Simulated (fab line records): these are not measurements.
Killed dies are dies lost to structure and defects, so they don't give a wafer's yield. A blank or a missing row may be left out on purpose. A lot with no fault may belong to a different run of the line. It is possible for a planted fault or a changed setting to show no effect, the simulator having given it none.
2 desks looking at one fault	flow nandHarc	what lay behind the numbers comes last; until then each desk has only its own

THE DEFECT DESK
Inspection counts along the route, by lot: the mean over sampled wafers that carry a number. The brackets show how far a lot's mean lies from the usual mean; more than 4 standard deviations puts the lot out of limits, marked OUT.
Columns: A = rawDefectCount at NHARC_P_CONTACT_INSPECT_14, usual 3.7
lot	first seen here	A
L948	day 5 20:17	3.3
L956	day 9 04:39	6.0
L957	day 10 00:04	3.0
L962	day 11 18:26	1.7
L966	day 13 07:37	2.7
L969	day 14 20:02	5.0
Result from this desk: across the 6 lots, nothing is out of limits.

FROM THE METROLOGY DESK
What the gauges read for every lot (on any tool): the sampled wafers with a number, averaged. The brackets show how far a lot's mean lies from the usual mean; more than 4 standard deviations puts the lot out of limits, marked OUT.
Columns: A = overlayXNm at NHARC_P_CONTACT_OVL_MEAS_13, usual -0.2 nm; B = overlayYNm at NHARC_P_CONTACT_OVL_MEAS_13, usual -0.4 nm; C = cdNm at NHARC_P_CONTACT_CD_MEAS_19, usual 88.9 nm; D = cdNm at NHARC_P_M0_CD_MEAS_09, usual 90.0 nm; E = overlayXNm at NHARC_P_M0_OVL_MEAS_10, usual 0.3 nm; F = overlayYNm at NHARC_P_M0_OVL_MEAS_10, usual 0.2 nm; G = cdNm at NHARC_P_M0_CD_MEAS_16, usual 90.2 nm
lot	first seen here	A	B	C	D	E	F	G
L948	day 5 20:14	-0.6	0.4	88.3	91.3	0.5	-0.5	91.6
L956	day 9 04:37	-0.6	-0.1	89.3	89.4	0.6	0.3	90.0
L957	day 10 00:02	-1.1	-0.7	88.7	89.7	0.7	-0.2	89.6
L962	day 11 18:25	-1.4	-1.4	87.7	88.8	-0.0	0.0	89.1
L966	day 13 07:35	0.0	0.5	89.3	89.4	2.9	0.0	88.3
L969	day 14 19:59	0.7	-0.8	88.8	89.5	-0.2	0.7	89.1
Result from this desk: across the 6 lots, nothing is out of limits.

ALL TOGETHER
Nothing the defect desk looked at was out of limits.
The metrology desk saw nothing out of limits.

WHAT THE SIMULATOR PUT IN
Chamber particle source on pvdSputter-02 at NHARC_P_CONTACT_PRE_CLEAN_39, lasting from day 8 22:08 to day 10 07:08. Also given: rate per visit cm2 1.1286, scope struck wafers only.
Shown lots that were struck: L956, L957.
